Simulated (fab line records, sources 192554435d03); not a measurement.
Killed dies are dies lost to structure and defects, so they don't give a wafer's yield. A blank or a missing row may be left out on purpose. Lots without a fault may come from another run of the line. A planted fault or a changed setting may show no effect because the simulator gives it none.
fab line records | flow n5_finfet
record lots=3 wafers=9 last_day=17
route steps=1938 shown ILD0@335 SDB@347 BEOL_M4@1111 PASSIVATION@1936
lots that met no fault: from a run of the same line without faults
start_h: hours from the record's first day to the start of the lot's first wafer shown | wait_h: hours since the lot's step before | " the same as in the row above | L1.1+2: a row that stands for several wafers | - no value, or no start given | * or withheld: withheld | < > ~ a bound
route shown NAME@n: a module of which the file shows steps, and the number in the route of the first | usual: mean/standard deviation of fault-free wafers | same: alike in all rows | chamber/n: place in a boat | sites: the reading at each site | _std_site: their standard deviation | _edge_site: outer sites' mean less inner sites' | radius_mm: how far each site lies from the wafer's centre | mask NAME#n: copy n | behind: the tool/chamber that last shaped the wafer | hold: why the lot was held/for how many hours/how that ended | device: the transistor (n, p or np) that didn't switch | end of line: the same wafers' tests at the end of the route | a step without rows: its recipe alone | killed: dies lost to structure and defects at the first sort, not the wafer's yield | map: a wafer's dies, x killed, . not, _ none there
set.NAME: the setting as run; set.NAME@STEP: as run at that earlier step | model.NAME: the simulator's own value behind a step, which no gauge read
lots at some steps of the route; a table a step, a row a wafer
services: from which hour (start_h, from the record's first day; less than 0 if before it) a tool's chamber was out of use, for how many hours, and why
## steps
# step N5_ILD0_LINER_00
# recipe material=SiNx target_thk_a=40 temp_c=400 ald_precursor_family=SiH2I2 ald_co_reactant=N2/H2-plasma pulse_time_s=1 purge_time_s=2 co_reactant_purge_time_s=2 ald_cycles=80 pressure_torr=2
# step N5_ILD0_FCVD_FILL_01
# recipe material=SiO2_flowable target_thk_a=2000 temp_c=100 pressure_torr=0.8 rf_w=2000 time_s=328.3
# step N5_ILD0_CURE_02
# recipe temp_c=450 time_s=1800 ambient=steam idle_temp_c=400 ramp_up_c_per_min=5 ramp_down_c_per_min=3 densification_p_h2o_torr=640
# step N5_ILD0_CMP_03
# recipe stop_on=SiNx t_overpolish_s=1.9 post_cmp_clean=alkaline_brush down_force_psi=4.1491 platen_rpm=51.796 pad_velocity_m_s=1.0306 target_thk_nm=197.38
# step N5_ILD0_CMP_07
# recipe stop_on=poly-Si material=SiO2_flowable t_overpolish_s=1.18 post_cmp_clean=alkaline_brush down_force_psi=4.1491 platen_rpm=51.796 pad_velocity_m_s=1.0306 target_thk_nm=138.88
# step N5_ILD0_PRECLEAN_10
# recipe chemistry=NF3:NH3 afs_cycles=5 time_s=20 temp_c=30 sublimation_temp_c=180 sublimation_time_s=60 pressure_torr=3 rf_power_w=30
# step N5_ILD0_ALD_15
# recipe material=SiNx target_thk_a=240 temp_c=400 ald_precursor_family=SiH2I2 ald_co_reactant=N2/H2-plasma pulse_time_s=1 ald_cycles=480 purge_time_s=2 co_reactant_purge_time_s=2 pressure_torr=2
# step N5_ILD0_CMP_12
# recipe stop_on=poly-Si material=SiNx t_overpolish_s=6 post_cmp_clean=alkaline_brush down_force_psi=2.5 platen_rpm=51.8 pad_velocity_m_s=1.0307 target_thk_nm=17.67
# step N5_SDB_HM_DEP_00
# recipe material=SiNx target_thk_a=400 temp_c=400 precursor=SiH4/NH3/N2 pressure_torr=1.5 rf_w=300 time_s=35.3
# usual heater_power_w=828/82 rf_fwd_power_W=297.8/1.1 showerhead_plenum_p_Torr=5.12/0.038 throttle_valve_pct=39.2/2.1
# columns lot.wafer tool chamber start_h wait_h heater_power_w rf_fwd_power_W showerhead_plenum_p_Torr throttle_valve_pct model.SiNx_of_SDB_HM_DEP_00.thk_nm
L388.2 pecvd-03 1 127.55 0.0 869 298.0 5.13 42.5 49
L388.3 " 1 " " 887 299.0 5.14 42.4 50
L388.4 " 0 " " 911 297.0 5.12 39.2 49.2
L400.1 pecvd-01 2 199.73 0.0 943 300.3 5.20 40.9 39.2
L400.3 " 0 " " 745 300.0 5.17 39.8 39.6
L400.6 " 1 " " 896 297.6 5.04 39.9 40.2
L401.1 pecvd-03 2 203.86 0.0 850 297.8 5.15 35.3 40.6
L401.2 " 1 " " 797 299.2 5.13 42.6 40
L401.4 " 1 " " 778 298.5 5.11 42.5 40.6
# step N5_SDB_COAT_03
# recipe resist=SOC temp_c=250 time_s=60 spin_rpm=1500 resist_thk_nm=100
# step N5_SDB_COAT_04
# recipe resist=SiARC temp_c=220 time_s=60 spin_rpm=1500 resist_thk_nm=18
# step N5_SDB_COAT_05
# recipe resist=CAR-ArF spin_rpm=1500 resist_thk_nm=90
# step N5_SDB_EBR_07
# recipe solvent=PGMEA ebr_width_mm=1.5
# step N5_SDB_SOFTBAKE_06
# recipe temp_c=110 time_s=60 resist=CAR-ArF
# step N5_SDB_EXPOSE_08
# recipe mask_id=SDB na=1.35 source_shape=conventional sigma_outer=0.5 polarization=unpolarized dose_mj=49.6
# step N5_SDB_PEB_09
# recipe peb_temp_c=withheld peb_time_s=60 resist=CAR-ArF
# step N5_SDB_DEVELOP_10
# recipe develop_time_s=30 developer=TMAH resist=CAR-ArF rinse_liquid=diw dry=air_spin dev_temp_c=23
# step N5_SDB_DESCUM_16
# recipe chemistry=O2 time_s=7.9 source_power_w=50 bias_power_w=20 pressure_mtorr=20 rf_frequency_hz=2.712e+07 temp_c=40 resist=CAR-ArF o2_flow_sccm=225
# step N5_SDB_ETCH_17
# recipe chemistry=CF4 target=SiARC target_depth_a=234 mask_material=CAR-ArF time_s=39 ion_energy_ev=80 pressure_mtorr=40 source_w=545 bias_w=36 Ar_flow_sccm=100 cf4_flow_sccm=100 ends=cleared
# step N5_SDB_ETCH_18
# recipe chemistry=N2/H2 target=SOC target_depth_a=1000 overetch_a=200 mask_material=SiARC temp_c=40 time_s=150 ion_energy_ev=200 pressure_mtorr=30 source_w=840 bias_w=150 n2_flow_sccm=200 h2_flow_sccm=200
# step N5_SDB_STRIP_19
# recipe chemistry=N2/H2 temp_c=40 n2_flow_sccm=200 h2_flow_sccm=200 rf_frequency_hz=6e+07
# step N5_SDB_STRIP_21
# recipe chemistry=CF4 resist=SiARC power_w=300 bias_power_w=75 pressure_mtorr=50 cf4_flow_sccm=150 rf_frequency_hz=6e+07
# step N5_SDB_HM_OPEN_20
# recipe chemistry=CH3F/O2 target=SiNx mask_material=SOC target_depth_a=240 stop_on=poly-Si over_etch_frac=0.4 ion_energy_ev=120 pressure_mtorr=30 source_w=395 bias_w=73 Ar_flow_sccm=150 CH3F_flow_sccm=30 O2_flow_sccm=20
# usual drypump_motor_current_A=5.8/0.44 oes_product_au=0.64/0.046 rf_fwd_power_W=391.9/1.6 rf_vpp_V=296/4.6 showerhead_plenum_p_Torr=2.01/0.055 throttle_valve_pct=16.41/0.22
# columns lot.wafer tool chamber start_h wait_h drypump_motor_current_A oes_product_au rf_fwd_power_W rf_hours_counter_h rf_vpp_V showerhead_plenum_p_Torr throttle_valve_pct model.etch.depth_nm
L388.2 rie_diel-01 3 128.35 0.0 6.6 0.71 390.0 212 302 2.07 16.69 33.1
L388.3 " 2 " " 5.6 0.79 393.5 88 299 1.92 16.31 32.94
L388.4 " 0 " " 5.9 0.74 394.2 151 292 1.91 16.16 33.05
L400.1 rie_diel-04 1 200.92 0.0 5.5 0.65 391.4 96 296 2.02 16.51 23.19
L400.3 " 2 " " 6.0 0.63 391.6 - 296 2.02 16.10 23.54
L400.6 " 2 " " 6.0 0.64 392.0 - 295 2.02 16.10 24.21
L401.1 rie_diel-01 2 204.69 0.0 5.6 0.65 394.8 118 297 1.91 16.37 24.67
L401.2 " 0 " " 5.9 0.60 392.5 181 291 1.90 16.22 24.07
L401.4 " 3 " " 6.7 0.58 389.9 241 302 2.06 16.72 24.51
# step N5_SDB_STRIP_22
# recipe chemistry=N2/H2 power_w=1000 temp_c=250 h2_frac=0.65 overash_fraction=0.3 pressure_mtorr=withheld n2_flow_sccm=1750 h2_flow_sccm=3250
# step N5_SDB_PRECLEAN_23
# recipe chemistry=dHF time_s=30 temp_c=25 dilution=withheld
# step N5_SDB_DUMMY_REMOVE_24
# recipe chemistry=TMAH temp_c=70 target=poly-Si stop_on=SiO2 target_depth_nm=142 conc_wt_pct=5 time_s=57 dry=ipa_marangoni rinse_time_s=30 rinse_temp_c=23
# step N5_SDB_ETCH_25
# recipe chemistry=C4F6/O2 target=SiO2 target_depth_a=100 time_s=3.3 ion_energy_ev=250 mask_material=SiNx pressure_mtorr=30 source_w=345 bias_w=185 Ar_flow_sccm=300 C4F6_flow_sccm=10 O2_flow_sccm=10
# step N5_SDB_CUT_ETCH_26
# recipe chemistry=HBr/Cl2/O2 target=Si target_depth_a=1296 bt_time_s=20 mask_material=SiNx time_s=51.8 ion_energy_ev=* bias_w=* pressure_mtorr=10 icp_w=800 HBr_flow_sccm=150 Cl2_flow_sccm=80 O2_flow_sccm=12
# step N5_SDB_PRECLEAN_38
# recipe chemistry=dHF time_s=10 dilution=750:1 temp_c=25
# usual temp_c=25.01/0.1
# columns lot.wafer tool chamber start_h wait_h temp_c model.SiNx_of_SDB_HM_DEP_00.thk_nm
L388.2 wet_bench-06 4 129.11 0.1 24.93 30.6
L388.3 " 2 " " 24.78 31.4
L388.4 " 0 " " 25.05 31.6
L400.1 wet_bench-05 7 201.45 0.1 24.81 20.8
L400.3 " 1 " " 25.01 21.2
L400.6 " 2 " " 25.15 22.2
L401.1 wet_bench-06 3 205.22 0.1 25.08 23.2
L401.2 " 6 " " 25.18 22.4
L401.4 " 1 " " 25.05 23
# step N5_SDB_PRECLEAN_39
# recipe chemistry=O3/DIW time_s=45 temp_c=22 o3_ppm=10
# step N5_BEOL_M4_RC_MEAS_101
# usual DIBL_N=36.1/1.6 DIBL_P=35.8/2.1 IOFF_N=0.16/0.031 IOFF_P=0.21/0.034 ION_N=673/12 ION_P=461/7.2 SS_N=71.4/0.59 SS_P=73.3/0.63 VT_N=250/3.1 VT_P=-250/3.3
# columns lot.wafer tool chamber start_h wait_h DIBL_N[mV/V] DIBL_P[mV/V] IOFF_N[nA/um] IOFF_P[nA/um] ION_N[uA/um] ION_P[uA/um] SS_N[mV/dec] SS_P[mV/dec] VT_N[mV] VT_P[mV]
L388.2 prober-01 0 235.11 0.2 35.3 36.0 0.15 0.18 667 459 70.9 73.3 252 -253
L388.3 " 0 " " 33.1 32.4 0.11 0.14 661 449 70.6 72.2 254 -256
L388.4 " 0 " " 36.2 36.8 0.15 0.19 670 457 70.8 72.1 251 -255
L400.1 prober-02 0 301.01 0.0 36.0 34.3 0.17 0.22 693 472 71.5 72.3 246 -249
L400.3 " 0 " " 36.7 36.3 0.17 0.25 682 466 72.0 73.0 246 -246
L400.6 " 0 " " 36.7 35.1 0.17 0.23 688 476 72.0 72.8 247 -246
L401.1 prober-02 0 310.03 0.0 31.9 32.8 0.13 0.16 671 454 70.8 72.9 252 -254
L401.2 " 0 " " 35.8 37.0 0.17 0.21 682 467 71.5 73.8 249 -247
L401.4 " 0 " " 36.3 36.9 0.19 0.21 677 462 72.1 74.2 245 -249
# step N5_PASSIVATION_PROBE_49
# usual defect_limited_yield=91.0/1.5 killed_at_M0_to_M3=35/11 killed_at_M4_up=13/6 killed_at_contacts=14/6.5 killed_at_front_end=40/12 killed_at_other=4/3.4 killed_dies=106/18 killed_open=68/14 killed_short=35/7.7 sort_bin_5_function=5.2/0.98 sort_bin_6_memory=3.4/0.72 sort_n_pass=1074/18 sort_yield_pct=91.0/1.5
# same gross_dies=1180 killed_at_back_side=0 sort_bin_4_leakage[%]=0 sort_bin_8_speed[%]=0
# columns lot.wafer tool chamber start_h wait_h defect_limited_yield[%] killed_at_M0_to_M3 killed_at_M4_up killed_at_contacts killed_at_front_end killed_at_other killed_dies killed_open killed_short sort_bin_5_function[%] sort_bin_6_memory[%] sort_n_pass sort_yield_pct[%]
L388.2 prober-02 - 337.79 0.1 90.8 28 19 10 46 5 108 74 32 5.0 4.0 1072 90.8
L388.3 prober-02 - 337.84 0.1 93.7 17 13 9 35 0 74 43 23 3.6 2.7 1106 93.7
# killed by level:class
L388.2 DUMMY_GATE:geometric_particle:open=11 MOL_CONTACT_COAG:geometric_particle:open=9 FIN_SAQP:geometric_particle:open=8 FIN_SAQP:geometric_particle:short=8 BEOL_M0_SAQP:geometric_particle:short=7 BEOL_M1:geometric_particle:open=7 STI_FIN_REVEAL:geometric_particle:open=6 BEOL_M0:geometric_particle:open=5
L388.3 BEOL_M1:geometric_particle:open=10 MOL_CONTACT_COAG:geometric_particle:open=6 STI_FIN_REVEAL:geometric_particle:open=5 DUMMY_GATE:geometric_particle:open=5 SDB:area_open=5 FIN_SAQP:geometric_particle:open=4 FIN_SAQP:geometric_particle:short=4 BEOL_M4:geometric_particle:short=4
## services
# columns tool chamber start_h hours kind
pecvd-03 2 112.02 2.1 scheduled_down
pecvd-03 2 127.03 15.7 repair
pecvd-01 0 131.43 10.7 repair
rie_diel-04 3 149.90 3.7 repair
pecvd-03 1 158.18 2.1 scheduled_down
rie_diel-04 3 174.05 - clean
rie_diel-04 3 174.05 - consumable_replace:focus_ring
rie_diel-04 3 174.05 32.0 scheduled_down
rie_diel-04 3 174.05 32.0 vent_cycle
rie_diel-04 0 192.97 14.7 repair
pecvd-01 2 202.40 - clean
pecvd-01 2 202.40 - consumable_replace:showerhead
pecvd-01 2 202.40 29.0 scheduled_down
pecvd-01 2 202.40 29.0 vent_cycle
## key
first_sign none at tools or gauges
model_effect step=N5_SDB_HM_DEP_00 value=SiNx_of_SDB_HM_DEP_00.thk_nm without=40.33 struck=49.4
model_effect step=N5_SDB_HM_OPEN_20 value=etch.depth_nm without=24.35 struck=33.03
model_effect step=N5_SDB_PRECLEAN_38 value=SiNx_of_SDB_HM_DEP_00.thk_nm without=22.2 struck=31.2
met_at N5_SDB_HM_DEP_00
struck_wafers L388.2,L388.3,L388.4
fault kind=process_parameter_drift tool=pecvd-03 chamber=- onset_h=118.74 steps=N5_SDB_HM_DEP_00 channel=time_s offset=* shape=step end_h=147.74 acts_in=* stated=*
